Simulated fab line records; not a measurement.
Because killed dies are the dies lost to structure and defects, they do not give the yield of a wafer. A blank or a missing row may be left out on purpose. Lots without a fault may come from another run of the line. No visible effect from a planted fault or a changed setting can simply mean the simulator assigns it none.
2 desks looking at one fault    flow nand_harc    each desk holds nothing but its own numbers, with what lay behind them at the end

== THE DEFECT DESK ==
Counts from the inspections along the route, per lot, as means over the sampled wafers that have a number. The brackets show how far a lot's mean lies from the usual mean; more than 4 standard deviations puts the lot out of limits, marked OUT.
Columns: A = raw_defect_count at NHARC_P_GATE_INSPECT_68, usual 214
lot   first seen here  A
L110  day 5 15:47      180
L112  day 5 19:26      185
L115  day 6 19:25      272
L120  day 8 00:08      225
L122  day 8 17:25      249
L123  day 8 17:40      190
L125  day 9 08:46      246
L127  day 9 19:58      203
L130  day 10 09:32     285
L131  day 10 19:53     157
L132  day 10 23:19     228
L133  day 11 00:01     302
This desk's verdict: no lot among the 12 shows anything out of limits.

== FOR THE TOOL OWNER'S DESK: rie_diel-10 ==
The tool's own readings at NHARC_P_CONTACT_ETCH_18 (etches the open film in C4F8/O2/Ar, target depth 481 nm, time 240.5 s): means of the sampled wafers that have a number, for each lot that ran on this tool. The brackets show how far a lot's mean lies from the usual mean; more than 4 standard deviations puts the lot out of limits, marked OUT.
Columns: A = oes_product_au at NHARC_P_CONTACT_ETCH_18, usual 0.959 a.u.; B = rf_vpp_V at NHARC_P_CONTACT_ETCH_18, usual 982.8 V; C = run_length_s at NHARC_P_CONTACT_ETCH_18, usual 261.7 s
lot   first seen here  A      B      C
L110  day 5 18:05      0.943  983.2  261.9
L115  day 6 21:40      0.980  985.6  261.7
L120  day 8 02:24      0.977  983.3  243.6 (-35) OUT
L131  day 10 22:12     0.922  979.8  262.2
L133  day 11 02:25     0.964  982.4  261.7
This desk finds L120 out of limits, L120 being first, at day 8 02:24 (run_length_s at NHARC_P_CONTACT_ETCH_18). In limits: L110, L115, L131, L133.

== BROUGHT TOGETHER ==
On L120, at day 8 02:24, an alarm was possible from the tool owner's desk.
Nothing the defect desk looked at was out of limits.
The defect desk has L120 on record, within its limits.
Of the lots named, all ran NHARC_P_CONTACT_ETCH_18 on rie_diel-10.

== WHAT THE SIMULATOR HAD INSERTED ==
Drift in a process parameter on rie_diel-10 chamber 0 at NHARC_P_CONTACT_ETCH_18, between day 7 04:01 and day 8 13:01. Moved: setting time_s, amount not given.
Struck lots among those shown: L120.
Delay in hours, fault start to first out-of-limits reading, by desk: the tool owner's desk at 22.
